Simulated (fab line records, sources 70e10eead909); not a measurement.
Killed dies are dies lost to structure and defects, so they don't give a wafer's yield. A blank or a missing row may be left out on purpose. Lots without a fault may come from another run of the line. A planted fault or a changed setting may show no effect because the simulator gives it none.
fab line records | flow nand_harc
record lots=6 wafers=18 last_day=23
route steps=1159 shown A_CONTACT@946
lots that met no fault: from a run of the same line without faults
start_h: hours from the record's first day to the start of the lot's first wafer shown | wait_h: hours since the lot's step before | " the same as in the row above | L1.1+2: a row that stands for several wafers | - no value, or no start given | * or withheld: withheld | < > ~ a bound
route shown NAME@n: a module of which the file shows steps, and the number in the route of the first | usual: mean/standard deviation of fault-free wafers | same: alike in all rows | chamber/n: place in a boat | sites: the reading at each site | _std_site: their standard deviation | _edge_site: outer sites' mean less inner sites' | radius_mm: how far each site lies from the wafer's centre | mask NAME#n: copy n | behind: the tool/chamber that last shaped the wafer | hold: why the lot was held/for how many hours/how that ended | device: the transistor (n, p or np) that didn't switch | end of line: the same wafers' tests at the end of the route | a step without rows: its recipe alone | killed: dies lost to structure and defects at the first sort, not the wafer's yield | map: a wafer's dies, x killed, . not, _ none there
set.NAME: the setting as run; set.NAME@STEP: as run at that earlier step | model.NAME: the simulator's own value behind a step, which no gauge read
lots at some steps of the route; a table a step, a row a wafer
services: from which hour (start_h, from the record's first day; less than 0 if before it) a tool's chamber was out of use, for how many hours, and why
## steps
# step NHARC_A_CONTACT_ETCH_137
# recipe source_w=withheld pressure_mtorr=20 bias_v=3000 time_s=132 target_depth_a=12870 ar_flow_sccm=withheld c4f8_flow_sccm=withheld o2_flow_sccm=withheld chemistry=C4F8/O2/Ar
# columns lot.wafer tool chamber start_h wait_h rf_hours_counter_h
L407.1 har_cap_etch-02 0 375.85 0.1 10
L407.2 " 1 " " 10
L407.6 " 0 " " -
L409.1 har_cap_etch-03 0 398.86 0.1 87
L409.6 " 1 " " -
L409.5 " 0 " " -
L420.3 har_cap_etch-01 1 467.71 0.1 -
L420.6 " 1 " " -
L420.5 " 0 " " -
L422.1 har_cap_etch-01 1 472.84 0.1 73
L422.3 " 1 " " -
L422.5 " 1 " " -
L427.2 har_cap_etch-01 1 498.77 0.1 77
L427.4 " 0 " " -
L427.5 " 0 " " -
L428.1 har_cap_etch-02 0 509.87 0.1 35
L428.3 " 0 " " -
L428.5 " 1 " " -
# step NHARC_A_CONTACT_ETCH_138
# recipe source_w=withheld pressure_mtorr=20 bias_v=3000 time_s=132 target_depth_a=12890 ar_flow_sccm=withheld c4f8_flow_sccm=withheld o2_flow_sccm=withheld chemistry=C4F8/O2/Ar
# step NHARC_A_CONTACT_ETCH_139
# recipe source_w=withheld pressure_mtorr=20 bias_v=400 time_s=137 target_depth_a=5900 ar_flow_sccm=withheld c4f8_flow_sccm=11.5 o2_flow_sccm=7.2 chemistry=C4F8/O2/Ar
# step NHARC_A_CONTACT_ETCH_92
# recipe target_depth_a=400 over_etch_frac=0.5 time_s=85.7 ion_energy_ev=120 ch3f_flow_sccm=50 o2_flow_sccm=30 ar_flow_sccm=200 rf_w=500 bias_w=100 chemistry=CH3F/O2
# usual drypump_motor_current_A=5.9/0.36 oes_product_au=0.937/0.022 rf_vpp_V=243.6/1.2 showerhead_plenum_p_Torr=2.39/0.061 throttle_valve_pct=20.663/0.0093
# columns lot.wafer tool chamber start_h wait_h drypump_motor_current_A oes_product_au rf_hours_counter_h rf_vpp_V showerhead_plenum_p_Torr throttle_valve_pct
L407.2 rie_diel-03 0 376.50 0.3 6.5 0.936 54 240.4 2.29 20.656
L407.1 " 3 " " 5.3 0.942 51 244.3 2.40 20.666
L407.6 " 0 " " 6.5 0.922 - 242.3 2.29 20.660
L409.1 rie_diel-08 0 399.58 0.4 6.3 0.985 31 240.4 2.30 20.669
L409.5 " 1 " " 5.9 0.997 - 243.8 2.36 20.655
L409.6 " 2 " " 6.5 0.982 - 244.6 2.48 20.659
L420.3 rie_diel-06 2 468.48 0.5 6.5 0.927 10 243.9 2.41 20.676
L420.5 " 0 " " 5.9 0.940 - 241.6 2.38 20.676
L420.6 " 1 " " 5.7 0.939 - 244.2 2.42 20.678
L422.3 rie_diel-08 1 473.50 0.3 5.9 0.938 59 243.7 2.35 20.668
L422.1 " 3 " " 5.5 0.919 56 243.4 2.36 20.654
L422.5 " 0 " " 6.2 0.921 - 242.2 2.29 20.661
L427.2 rie_diel-06 1 499.47 0.4 5.7 0.941 15 244.0 2.42 20.675
L427.5 " 3 " " 5.7 0.918 - 244.7 2.49 20.653
L427.4 " 1 " " 5.7 0.942 - 243.6 2.42 20.678
L428.1 rie_diel-08 0 510.50 0.3 6.3 0.925 8 242.9 2.29 20.655
L428.3 " 2 " " 6.4 0.937 10 244.5 2.47 20.664
L428.5 " 0 " " 6.2 0.920 - 242.1 2.29 20.664
# step NHARC_A_CONTACT_ETCH_98
# recipe target_depth_a=200 over_etch_frac=0.5 time_s=10 ion_energy_ev=250 c4f6_flow_sccm=25 o2_flow_sccm=20 ar_flow_sccm=500 rf_w=600 bias_w=500 chemistry=C4F6/O2
# usual drypump_motor_current_A=5.9/0.38 oes_product_au=0.960/0.021 rf_vpp_V=544.8/2.2 showerhead_plenum_p_Torr=3.83/0.094 throttle_valve_pct=26.904/0.0096
# columns lot.wafer tool chamber start_h wait_h drypump_motor_current_A oes_product_au rf_hours_counter_h rf_vpp_V showerhead_plenum_p_Torr throttle_valve_pct
L407.2 rie_diel-03 1 - - 6.0 0.950 55 542.2 3.76 26.898
L407.1 " 3 " " 5.3 0.959 51 545.6 3.83 26.887
L407.6 " 0 " " 6.5 0.975 - 541.8 3.67 26.921
L409.1 rie_diel-08 3 - - 5.5 0.988 33 543.0 3.80 26.895
L409.6 " 2 " " 6.5 1.015 - 548.3 3.96 26.898
L409.5 " 3 " " 5.6 0.987 - 543.0 3.80 26.915
L420.3 rie_diel-06 2 - - 6.5 0.935 10 544.6 3.86 26.923
L420.6 " 1 " " 5.7 0.981 - 545.0 3.86 26.908
L420.5 " 2 " " 6.6 0.943 - 545.8 3.86 26.896
L422.3 rie_diel-08 3 473.64 0.1 5.5 0.940 56 544.9 3.78 26.899
L422.1 " 0 " " 6.3 0.946 58 540.8 3.68 26.905
L422.5 " 3 " " 5.6 0.942 - 544.0 3.78 26.919
L427.2 rie_diel-06 1 499.61 0.1 5.7 0.976 15 545.3 3.86 26.906
L427.5 " 3 " " 5.7 0.958 - 549.0 3.98 26.902
L427.4 " 1 " " 5.7 0.986 - 545.4 3.86 26.927
L428.1 rie_diel-08 3 - - 5.6 0.946 10 542.9 3.78 26.906
L428.3 " 1 " " 5.9 0.965 12 543.3 3.76 26.895
L428.5 " 0 " " 6.3 0.956 - 543.0 3.67 26.913
# step NHARC_A_CONTACT_CD_MEAS_15
# usual cd_nm=90.2/0.6
# columns lot.wafer tool chamber start_h wait_h cd_nm
L407.1 cd_sem-03 - 376.73 - 89.4
L407.2 " - " " 89.2
L407.6 " - " " 89.2
L409.1 cd_sem-01 - 399.75 - 90.6
L409.5 " - " " 90.2
L409.6 " - " " 90.5
L420.3 cd_sem-01 - 468.68 - 90.5
L420.5 " - " " 91.0
L420.6 " - " " 90.4
L422.1 cd_sem-02 - 473.73 - 89.9
L422.3 " - " " 89.4
L422.5 " - " " 90.2
L427.2 cd_sem-03 - 499.69 - 90.6
L427.4 " - " " 90.6
L427.5 " - " " 91.4
L428.1 cd_sem-03 - 510.75 - 90.8
L428.3 " - " " 89.9
L428.5 " - " " 90.1
# step NHARC_A_CONTACT_STRIP_107
# recipe n2_flow_sccm=150 h2_flow_sccm=150 ar_flow_sccm=0 bias_w=0 chemistry=N2/H2
# step NHARC_A_CONTACT_STRIP_108
# recipe cf4_flow_sccm=100 chf3_flow_sccm=30 ar_flow_sccm=0 bias_w=0 chemistry=CF4/CHF3
# step NHARC_A_CONTACT_STRIP_109
# recipe o2_flow_sccm=400 cos_flow_sccm=20 ar_flow_sccm=0 bias_w=0 chemistry=O2/COS
# step NHARC_A_CONTACT_ETCH_110
# recipe target_depth_a=500 overetch_a=50 time_s=27.5 ion_energy_ev=100 cf4_flow_sccm=80 o2_flow_sccm=20 ar_flow_sccm=0 rf_w=300 bias_w=100 chemistry=CF4/O2
# step NHARC_A_CONTACT_STRIP_26
# recipe o2_flow_sccm=500 ar_flow_sccm=0 bias_w=0 chemistry=O2
# usual drypump_motor_current_A=5.9/0.41 oes_product_au=1.006/0.011 rf_vpp_V=57.5/0.77 showerhead_plenum_p_Torr=3.41/0.087 throttle_valve_pct=17.037/0.0095
# columns lot.wafer tool chamber start_h wait_h drypump_motor_current_A oes_product_au rf_hours_counter_h rf_vpp_V showerhead_plenum_p_Torr throttle_valve_pct
L407.1 rie_diel-03 1 - - 6.0 1.010 55 57.7 3.38 17.048
L407.2 " 0 " " 6.5 1.009 54 56.1 3.30 17.033
L407.6 " 2 " " 5.6 1.005 - 58.8 3.34 17.039
L409.1 rie_diel-08 0 - - 6.3 0.992 31 57.7 3.31 17.052
L409.5 " 2 " " 6.5 0.998 - 57.1 3.56 17.028
L409.6 " 3 " " 5.6 0.988 - 56.9 3.41 17.025
L420.3 rie_diel-06 3 - - 5.6 0.991 9 56.0 3.58 17.046
L420.6 " 3 " " 5.6 1.004 - 57.5 3.58 17.028
L420.5 " 0 " " 5.9 1.014 - 57.4 3.42 17.043
L422.3 rie_diel-08 1 - - 5.9 1.007 59 57.8 3.38 17.052
L422.1 " 0 " " 6.2 0.995 58 57.3 3.30 17.023
L422.5 " 1 " " 5.9 0.993 - 57.4 3.38 17.034
L427.4 rie_diel-03 2 - - 5.6 0.992 36 57.2 3.31 17.017
L427.2 " 1 " " 6.0 1.007 38 55.8 3.36 17.042
L427.5 " 2 " " 5.5 1.007 - 57.2 3.31 17.030
L428.3 rie_diel-03 3 - - 5.3 1.019 41 56.7 3.41 17.042
L428.1 " 1 " " 6.0 0.991 43 57.2 3.35 17.039
L428.5 " 2 " " 5.6 0.987 - 58.2 3.31 17.033
# step NHARC_A_CONTACT_STRIP_27
# recipe time_s=600 temp_c=30 chemistry=post_etch_residue_remover
# step NHARC_A_CONTACT_ALD_18
# recipe target_thk_a=30 pulse_time_s=1 ald_cycles=150 temp_c=450 material=TiN
# usual ald_cycles=150/0 heater_power_outer_w=693/59 heater_power_w=1080/88 precursor_pulse_height_rel=1.001/0.019
# columns lot.wafer tool chamber start_h wait_h ald_cycles heater_power_outer_w heater_power_w precursor_pulse_height_rel
L407.2 ald_metal-03 2 377.68 - 150 658 1004 0.999
L407.1 " 0 " " 150 580 894 0.980
L407.6 " 2 " " 150 647 1006 0.998
L409.1 ald_metal-04 2 400.78 - 150 689 1075 1.006
L409.6 " 1 " " 150 633 981 0.992
L409.5 " 2 " " 150 713 1110 1.013
L420.3 ald_metal-04 0 469.71 - 150 637 1000 0.994
L420.5 " 1 " " 72 607 1027 1.005
L420.6 " 2 " " 150 708 1139 1.031
L422.1 ald_metal-04 2 474.75 - 150 737 1109 0.998
L422.3 " 3 " " 150 763 1169 1.037
L422.5 " 3 " " 72 746 1186 0.989
L427.2 ald_metal-02 0 500.66 - 150 689 1011 0.982
L427.4 " 2 " " 150 738 1155 1.023
L427.5 " 1 " " 150 724 1169 1.010
L428.3 ald_metal-03 2 511.71 - 150 649 1006 1.014
L428.1 " 3 " " 150 685 1118 0.998
L428.5 " 1 " " 150 625 990 1.031
# step NHARC_A_CONTACT_CVD_19
# recipe target_thk_a=3000 temp_c=300 pressure_torr=40 wf6_flow_sccm=40 h2_flow_sccm=1600 ar_flow_sccm=1560 time_s=802 material=W
# usual heater_power_outer_w=293/56 heater_power_w=505/73 throttle_valve_pct=8.0/0.33
# columns lot.wafer tool chamber start_h wait_h heater_power_outer_w heater_power_w throttle_valve_pct
L407.2 cvd_w-01 0 - - 274 455 7.5
L407.1 " 1 " " 224 445 8.4
L407.6 " 0 " " 268 458 7.6
L409.1 cvd_w-01 0 - - 267 452 7.5
L409.5 " 0 " " 272 460 7.7
L409.6 " 0 " " 265 470 7.5
L420.3 cvd_w-02 0 - - 374 628 8.0
L420.5 " 0 " " 368 617 8.0
L420.6 " 1 " " 274 478 7.7
L422.1 cvd_w-02 1 - - 268 466 8.0
L422.3 " 0 " " 380 625 8.0
L422.5 " 0 " " 377 621 8.2
L427.2 cvd_w-02 0 - - 374 616 8.2
L427.4 " 1 " " 276 473 8.1
L427.5 " 1 " " 267 471 8.1
L428.1 cvd_w-02 0 - - 377 614 8.1
L428.3 " 1 " " 269 479 8.0
L428.5 " 1 " " 274 470 8.0
## services
# columns tool chamber start_h hours kind
rie_diel-08 0 360.21 - clean
rie_diel-08 1 360.21 - clean
rie_diel-06 2 363.74 8.6 repair
ald_metal-02 - 364.00 10.0 pm
cvd_w-01 - 368.90 1.2 repair
rie_diel-06 2 372.95 7.0 repair
cvd_w-02 - 385.65 13.0 pm
rie_diel-03 - 392.49 9.0 pm
ald_metal-03 - 402.17 0.8 repair
ald_metal-04 - 406.00 10.0 pm
rie_diel-08 3 412.25 7.3 repair
rie_diel-06 - 418.25 9.0 pm
ald_metal-02 0 419.00 23.8 repair
ald_metal-03 3 420.76 2.6 repair
rie_diel-08 0 425.33 4.7 repair
rie_diel-03 2 435.96 5.0 repair
rie_diel-08 2 457.24 16.9 repair
ald_metal-04 - 464.80 0.9 repair
rie_diel-08 - 478.95 9.0 pm
cvd_w-01 - 482.72 13.0 pm
rie_diel-06 2 496.83 10.5 repair
ald_metal-03 - 500.07 10.0 pm
rie_diel-08 0 501.98 4.2 repair
ald_metal-02 3 510.48 6.4 repair
## key
first_sign step=NHARC_A_CONTACT_ALD_18 reading=ald_cycles direction=down sigmas=99+ usual=150 struck=72
effect none on later readings
met_at NHARC_A_CONTACT_ALD_18
struck_wafers L420.5,L422.5
later_rows_left_out L420.5,L422.5
sort_left_out L420.5,L422.5
tester_left_out L420,L422
onset_between 400.78 469.71
fault kind=process_parameter_drift tool=ald_metal-04 chamber=- onset_h=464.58 steps=NHARC_A_CONTACT_ALD_18 channel=ald_cycles offset=-78 shape=step end_h=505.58 scope=struck_wafers_only acts_in=these_recipes_only stated=150
# tester_left_out: of these lots the tester's yield and bins aren't shown, on N5 and GAA mostly nor the transistor test; their killed dies are dies lost to structure and defects alone, not to doping, threshold or leakage, so they don't give the yield
# sort_left_out: the simulated sort isn't trusted on such a fault, so these wafers' sort isn't shown, and their yield isn't known
# later_rows_left_out: the simulator's readings of these wafers behind a module that went badly wrong aren't trusted and aren't shown, but for the sort
